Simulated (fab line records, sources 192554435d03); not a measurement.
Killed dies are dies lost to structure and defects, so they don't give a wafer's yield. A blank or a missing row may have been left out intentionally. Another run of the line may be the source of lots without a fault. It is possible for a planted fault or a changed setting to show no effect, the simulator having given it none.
The tool behind it: which one? + flow n5 finfet + 24 lots with 72 wafers sampled at 6 steps, on a route of 1938 steps

## WHAT THE GAUGES SHOWED, per wafer
N5_BEOL_M10_OVL_MEAS_29.
| lot  | measured     | on         | V9_OVL (nm)    |
|------|--------------|------------|----------------|
| L074 | day 9 21:49  | overlay-02 | 1.6 1.3 1.0    |
| L076 | day 9 21:38  | overlay-02 | 0.1 0.3 -0.5   |
| L075 | day 10 06:13 | overlay-02 | 1.5 1.1 1.4    |
| L078 | day 10 09:17 | overlay-02 | -0.2 -0.3 -0.3 |
| L077 | day 10 09:01 | overlay-01 | -1.4 0.4 0.6   |
| L079 | day 11 05:12 | overlay-01 | -0.9 -0.6 0.0  |
| L080 | day 11 15:44 | overlay-02 | 0.4 0.8 0.3    |
| L081 | day 12 00:06 | overlay-02 | 0.3 -0.5 0.1   |
| L082 | day 12 00:08 | overlay-01 | 0.6 0.0 -0.5   |
| L084 | day 12 16:46 | overlay-01 | 0.4 -0.9 -0.3  |
| L083 | day 12 17:08 | overlay-02 | 0.8 1.3 0.1    |
| L086 | day 13 03:22 | overlay-01 | -0.6 -0.2 0.9  |
| L085 | day 13 03:53 | overlay-01 | -0.1 0.0 -0.6  |
| L087 | day 13 09:33 | overlay-01 | 0.6 -0.1 0.0   |
| L088 | day 13 10:46 | overlay-01 | 0.1 0.8 1.8    |
| L089 | day 13 18:04 | overlay-01 | 0.8 0.9 0.5    |
| L091 | day 14 12:21 | overlay-02 | 0.3 0.7 -0.4   |
| L090 | day 14 12:28 | overlay-02 | 0.4 0.6 0.5    |
| L092 | day 14 16:08 | overlay-01 | 0.4 0.0 0.8    |
| L093 | day 15 07:23 | overlay-02 | 0.3 0.7 0.2    |
| L096 | day 15 11:49 | overlay-01 | -0.1 -0.2 0.4  |
| L095 | day 15 18:24 | overlay-02 | 0.6 1.9 0.4    |
| L094 | day 15 18:26 | overlay-01 | -0.2 0.7 -0.2  |
| L097 | day 16 13:14 | overlay-01 | 0.8 1.0 0.4    |

N5_BEOL_M10_CD_MEAS_35: target cd 70 nm.
| lot  | measured     | on        | cd nm (nm)     |
|------|--------------|-----------|----------------|
| L074 | day 9 22:31  | cd sem-02 | 69.6 69.7 69.6 |
| L076 | day 9 22:22  | cd sem-02 | 69.5 68.6 68.9 |
| L075 | day 10 07:01 | cd sem-02 | 70.1 70.2 70.3 |
| L078 | day 10 10:16 | cd sem-01 | 69.5 69.7 69.5 |
| L077 | day 10 09:43 | cd sem-03 | 69.9 70.4 70.5 |
| L079 | day 11 05:54 | cd sem-03 | 71.1 70.0 69.8 |
| L080 | day 11 16:26 | cd sem-01 | 70.5 69.0 70.2 |
| L081 | day 12 00:48 | cd sem-02 | 69.5 69.5 69.7 |
| L082 | day 12 00:51 | cd sem-02 | 70.2 70.2 70.4 |
| L084 | day 12 17:28 | cd sem-03 | 69.9 69.4 70.4 |
| L083 | day 12 17:50 | cd sem-01 | 70.8 71.7 70.0 |
| L086 | day 13 04:05 | cd sem-03 | 69.9 70.2 70.6 |
| L085 | day 13 05:32 | cd sem-03 | 70.6 69.6 70.6 |
| L087 | day 13 10:34 | cd sem-02 | 68.6 70.2 70.2 |
| L088 | day 13 11:28 | cd sem-01 | 70.8 70.1 69.9 |
| L089 | day 13 18:46 | cd sem-03 | 69.7 70.7 69.5 |
| L091 | day 14 13:08 | cd sem-03 | 69.7 70.1 70.8 |
| L090 | day 14 13:31 | cd sem-01 | 70.1 69.9 70.3 |
| L092 | day 14 17:06 | cd sem-01 | 70.3 70.1 69.9 |
| L093 | day 15 08:05 | cd sem-02 | 69.6 70.2 69.5 |
| L096 | day 15 12:32 | cd sem-02 | 70.2 71.5 71.2 |
| L095 | day 15 19:12 | cd sem-03 | 69.2 70.1 70.4 |
| L094 | day 15 19:16 | cd sem-02 | 68.5 68.9 69.1 |
| L097 | day 16 13:56 | cd sem-03 | 70.3 71.0 70.5 |

## EACH LOT AND THE TOOL THAT RAN IT (in order: tool; ch and the chambers of the sampled wafers; start)
| lot  | N5_BEOL_M9_ETCH_65                 | N5_BEOL_M9_CURE_72            | N5_BEOL_M9_DEGAS_44          | N5_BEOL_M9_SPUTTER_48        |
|------|------------------------------------|-------------------------------|------------------------------|------------------------------|
| L074 | rie diel-05 ch 0,2,3, day 9 13:16  | uv cure-02 ch 2, day 9 13:59  | pvd sputter-03, day 9 14:31  | pvd sputter-03, day 9 15:32  |
| L076 | rie diel-04 ch 1,3, day 9 15:11    | uv cure-01 ch 1, day 9 15:47  | pvd sputter-03, day 9 16:07  | pvd sputter-03, day 9 16:41  |
| L075 | rie diel-02 ch 1,2,3, day 9 21:52  | uv cure-01 ch 1, day 9 22:31  | pvd sputter-03, day 9 22:53  | pvd sputter-01, day 9 23:40  |
| L078 | rie diel-05 ch 0,1,3, day 10 03:13 | uv cure-02 ch 0, day 10 03:49 | pvd sputter-01, day 10 04:19 | pvd sputter-03, day 10 05:08 |
| L077 | rie diel-05 ch 1,2,3, day 10 03:38 | uv cure-01 ch 0, day 10 04:17 | pvd sputter-02, day 10 04:38 | pvd sputter-02, day 10 05:26 |
| L079 | rie diel-04 ch 2,3, day 10 19:11   | uv cure-01 ch 0, day 10 19:47 | pvd sputter-01, day 10 21:52 | pvd sputter-01, day 10 22:29 |
| L080 | rie diel-04 ch 0,1,2, day 11 05:28 | uv cure-01 ch 0, day 11 06:07 | pvd sputter-03, day 11 06:31 | pvd sputter-01, day 11 07:20 |
| L081 | rie diel-05 ch 0,2,3, day 11 15:50 | uv cure-03 ch 1, day 11 16:25 | pvd sputter-02, day 11 16:55 | pvd sputter-03, day 11 17:45 |
| L082 | rie diel-02 ch 0,1,2, day 11 15:52 | uv cure-01 ch 2, day 11 16:34 | pvd sputter-02, day 11 17:20 | pvd sputter-03, day 11 18:03 |
| L084 | rie diel-04 ch 0,3, day 12 09:09   | uv cure-01 ch 1, day 12 09:57 | pvd sputter-03, day 12 10:40 | pvd sputter-03, day 12 11:25 |
| L083 | rie diel-02 ch 0,3, day 12 09:14   | uv cure-02 ch 0, day 12 09:50 | pvd sputter-02, day 12 10:41 | pvd sputter-03, day 12 11:29 |
| L086 | rie diel-05 ch 0,1, day 12 19:38   | uv cure-01 ch 0, day 12 20:14 | pvd sputter-01, day 12 20:36 | pvd sputter-02, day 12 21:38 |
| L085 | rie diel-04 ch 0,1, day 12 20:16   | uv cure-02 ch 0, day 12 20:52 | pvd sputter-02, day 12 21:43 | pvd sputter-03, day 12 23:31 |
| L087 | rie diel-04 ch 0,1,3, day 13 02:29 | uv cure-01 ch 2, day 13 03:11 | pvd sputter-02, day 13 03:44 | pvd sputter-02, day 13 04:32 |
| L088 | rie diel-02 ch 2,3, day 13 04:16   | uv cure-01 ch 0, day 13 04:55 | pvd sputter-03, day 13 05:11 | pvd sputter-01, day 13 06:11 |
| L089 | rie diel-02 ch 0,2,3, day 13 09:56 | uv cure-03 ch 1, day 13 10:32 | pvd sputter-01, day 13 11:46 | pvd sputter-01, day 13 12:31 |
| L091 | rie diel-02 ch 0,2,3, day 14 03:29 | uv cure-03 ch 0, day 14 04:05 | pvd sputter-02, day 14 04:25 | pvd sputter-02, day 14 05:07 |
| L090 | rie diel-02 ch 0,1,2, day 14 04:06 | uv cure-01 ch 1, day 14 04:48 | pvd sputter-02, day 14 05:11 | pvd sputter-02, day 14 05:47 |
| L092 | rie diel-02 ch 0,3, day 14 08:05   | uv cure-02 ch 0, day 14 08:44 | pvd sputter-02, day 14 09:02 | pvd sputter-03, day 14 12:38 |
| L093 | rie diel-02 ch 0,3, day 14 21:23   | uv cure-02 ch 1, day 14 22:14 | pvd sputter-02, day 14 23:30 | pvd sputter-02, day 15 00:10 |
| L096 | rie diel-05 ch 1,2,3, day 15 05:04 | uv cure-02 ch 2, day 15 05:43 | pvd sputter-02, day 15 05:59 | pvd sputter-01, day 15 06:56 |
| L095 | rie diel-02 ch 0,1,3, day 15 07:41 | uv cure-02 ch 2, day 15 08:34 | pvd sputter-03, day 15 08:59 | pvd sputter-02, day 15 12:33 |
| L094 | rie diel-02 ch 0,2, day 15 08:14   | uv cure-02 ch 2, day 15 08:52 | pvd sputter-01, day 15 12:26 | pvd sputter-01, day 15 13:08 |
| L097 | rie diel-02 ch 1,2, day 16 05:49   | uv cure-02 ch 2, day 16 06:25 | pvd sputter-01, day 16 06:44 | pvd sputter-02, day 16 08:44 |
- N5_BEOL_M9_ETCH_65: etches SiARC in CF4, target depth 15.6 nm, time 26 s.
- N5_BEOL_M9_CURE_72: cures SiCOH lowk, time 120 s.
- N5_BEOL_M9_DEGAS_44: time 60 s.
- N5_BEOL_M9_SPUTTER_48: material Cu, target thk 12 nm, time 2 s.

## WHAT THE TOOLS THEMSELVES READ (means of the sampled wafers that have a number; where no wafer has one, the mark that the record gives instead)
N5_BEOL_M9_ETCH_65.
| lot  | tool        | drypump motor current A (A) | etch rf on time s (s) | oes product au (a.u.) | rf vpp V (V) | showerhead plenum p Torr (Torr) | throttle valve pct (%) |
|------|-------------|-----------------------------|-----------------------|-----------------------|--------------|---------------------------------|------------------------|
| L074 | rie diel-05 | 6.1                         | 26.0                  | 0.68                  | 183.4        | 2.12                            | 15.55                  |
| L076 | rie diel-04 | 5.4                         | 26.5                  | 0.64                  | 185.3        | 2.23                            | 15.49                  |
| L075 | rie diel-02 | 6.5                         | 26.8                  | 0.70                  | 183.5        | 2.14                            | 15.69                  |
| L078 | rie diel-05 | 5.8                         | 26.2                  | 0.64                  | 184.1        | 2.11                            | 15.55                  |
| L077 | rie diel-05 | 6.1                         | 26.4                  | 0.69                  | 183.8        | 2.08                            | 15.54                  |
| L079 | rie diel-04 | 5.6                         | 25.9                  | 0.65                  | 184.1        | 2.22                            | 15.54                  |
| L080 | rie diel-04 | 5.5                         | 26.0                  | 0.73                  | 184.4        | 2.19                            | 15.51                  |
| L081 | rie diel-05 | 6.1                         | 26.1                  | 0.67                  | 184.0        | 2.12                            | 15.58                  |
| L082 | rie diel-02 | 6.0                         | 26.1                  | 0.75                  | 184.2        | 2.18                            | 15.58                  |
| L084 | rie diel-04 | 5.5                         | 26.4                  | 0.76                  | 185.8        | 2.24                            | 15.36                  |
| L083 | rie diel-02 | 5.5                         | 25.1                  | 0.76                  | 184.6        | 2.22                            | 15.45                  |
| L086 | rie diel-05 | 5.5                         | 25.7                  | 0.63                  | 183.3        | 2.10                            | 15.59                  |
| L085 | rie diel-04 | 5.3                         | 26.2                  | 0.78                  | 184.5        | 2.19                            | 15.34                  |
| L087 | rie diel-04 | 5.4                         | 26.2                  | 0.76                  | 184.1        | 2.21                            | 15.36                  |
| L088 | rie diel-02 | 6.6                         | 27.0                  | 0.64                  | 184.3        | 2.13                            | 15.83                  |
| L089 | rie diel-02 | 6.1                         | 26.2                  | 0.70                  | 184.4        | 2.18                            | 15.68                  |
| L091 | rie diel-02 | 6.1                         | 26.2                  | 0.69                  | 183.9        | 2.18                            | 15.69                  |
| L090 | rie diel-02 | 6.0                         | 26.5                  | 0.72                  | 184.7        | 2.17                            | 15.60                  |
| L092 | rie diel-02 | 6.0                         | 26.3                  | 0.67                  | 184.5        | 2.17                            | 15.62                  |
| L093 | rie diel-02 | 5.5                         | 25.5                  | 0.74                  | 184.9        | 2.21                            | 15.48                  |
| L096 | rie diel-05 | 6.1                         | 26.2                  | 0.66                  | 182.9        | 2.07                            | 15.61                  |
| L095 | rie diel-02 | 5.9                         | 26.2                  | 0.70                  | 183.7        | 2.16                            | 15.57                  |
| L094 | rie diel-02 | 5.6                         | 25.6                  | 0.75                  | 184.7        | 2.22                            | 15.55                  |
| L097 | rie diel-02 | 6.5                         | 26.8                  | 0.66                  | 183.5        | 2.13                            | 15.85                  |

N5_BEOL_M9_CURE_72.
| lot  | tool       | lamp power pct (%) | wafer_temp_C_max |
|------|------------|--------------------|------------------|
| L074 | uv cure-02 | 52.35              | 371.7            |
| L076 | uv cure-01 | 52.32              | 371.5            |
| L075 | uv cure-01 | 52.32              | 370.9            |
| L078 | uv cure-02 | 52.28              | 371.5            |
| L077 | uv cure-01 | 52.32              | 371.4            |
| L079 | uv cure-01 | 52.34              | 371.6            |
| L080 | uv cure-01 | 52.33              | 371.6            |
| L081 | uv cure-03 | 52.31              | 371.9            |
| L082 | uv cure-01 | 52.33              | 372.0            |
| L084 | uv cure-01 | 52.37              | 371.2            |
| L083 | uv cure-02 | 52.30              | 371.4            |
| L086 | uv cure-01 | 52.33              | 371.4            |
| L085 | uv cure-02 | 52.37              | 371.2            |
| L087 | uv cure-01 | 52.30              | 371.7            |
| L088 | uv cure-01 | 52.24              | 371.3            |
| L089 | uv cure-03 | 52.29              | 371.7            |
| L091 | uv cure-03 | 52.28              | 371.8            |
| L090 | uv cure-01 | 52.29              | 371.4            |
| L092 | uv cure-02 | 52.32              | 371.2            |
| L093 | uv cure-02 | 52.36              | 372.6            |
| L096 | uv cure-02 | 52.31              | 371.5            |
| L095 | uv cure-02 | 52.30              | 371.8            |
| L094 | uv cure-02 | 52.31              | 371.3            |
| L097 | uv cure-02 | 52.30              | 371.7            |

N5_BEOL_M9_DEGAS_44.
| lot  | tool           | heater power w (W) |
|------|----------------|--------------------|
| L074 | pvd sputter-03 | 320                |
| L076 | pvd sputter-03 | 332                |
| L075 | pvd sputter-03 | 334                |
| L078 | pvd sputter-01 | 318                |
| L077 | pvd sputter-02 | 341                |
| L079 | pvd sputter-01 | 346                |
| L080 | pvd sputter-03 | 329                |
| L081 | pvd sputter-02 | 349                |
| L082 | pvd sputter-02 | 331                |
| L084 | pvd sputter-03 | 328                |
| L083 | pvd sputter-02 | 334                |
| L086 | pvd sputter-01 | 335                |
| L085 | pvd sputter-02 | 348                |
| L087 | pvd sputter-02 | 318                |
| L088 | pvd sputter-03 | 326                |
| L089 | pvd sputter-01 | 317                |
| L091 | pvd sputter-02 | 344                |
| L090 | pvd sputter-02 | 327                |
| L092 | pvd sputter-02 | 360                |
| L093 | pvd sputter-02 | 318                |
| L096 | pvd sputter-02 | 338                |
| L095 | pvd sputter-03 | 327                |
| L094 | pvd sputter-01 | 353                |
| L097 | pvd sputter-01 | 334                |

N5_BEOL_M9_SPUTTER_48.
| lot  | tool           | cathode dc power W (W) | throttle valve pct (%) |
|------|----------------|------------------------|------------------------|
| L074 | pvd sputter-03 | 25999                  | 30.8                   |
| L076 | pvd sputter-03 | 26001                  | 29.9                   |
| L075 | pvd sputter-01 | 25996                  | 30.9                   |
| L078 | pvd sputter-03 | 26004                  | 29.2                   |
| L077 | pvd sputter-02 | 25995                  | 29.1                   |
| L079 | pvd sputter-01 | 26000                  | 30.3                   |
| L080 | pvd sputter-01 | 25997                  | 30.5                   |
| L081 | pvd sputter-03 | 25999                  | 30.0                   |
| L082 | pvd sputter-03 | 25995                  | 31.3                   |
| L084 | pvd sputter-03 | 25999                  | 29.8                   |
| L083 | pvd sputter-03 | 26000                  | 29.6                   |
| L086 | pvd sputter-02 | 26004                  | 29.3                   |
| L085 | pvd sputter-03 | 26001                  | 30.7                   |
| L087 | pvd sputter-02 | 26001                  | 29.2                   |
| L088 | pvd sputter-01 | 25999                  | 30.3                   |
| L089 | pvd sputter-01 | 25997                  | 30.0                   |
| L091 | pvd sputter-02 | 26004                  | 29.2                   |
| L090 | pvd sputter-02 | 25994                  | 29.3                   |
| L092 | pvd sputter-03 | 25998                  | 30.2                   |
| L093 | pvd sputter-02 | 25998                  | 28.9                   |
| L096 | pvd sputter-01 | 26001                  | 29.9                   |
| L095 | pvd sputter-02 | 26001                  | 28.9                   |
| L094 | pvd sputter-01 | 26005                  | 30.1                   |
| L097 | pvd sputter-02 | 25993                  | 29.1                   |

## THE ANSWER, worked out from the rows above alone
Rule: what is usual is taken from the lots themselves. Put in order of their means at a reading, lots are off if they are a third of the lots or fewer, leave a main group of 4 or more, and stand apart from it by a gap of 3 or more times the standard deviation of the main group's means; of several such gaps the widest counts. The tables above print the reading to a certain number of digits; a main group whose means all agree to those digits is not used. A lot without any number at a reading at which 4 lots or more have one is off too. The other lots that the step has rows for count as sound. First the gauges in route order, then the tools' own readings, where a lot's mean is used as printed above. At the first step where some lot is off, the reading lying furthest off is the one used; lots without a number count as furthest.
None of the lots is off at any reading shown; this tells nothing.

## WHAT THE SIMULATOR HAD PUT IN
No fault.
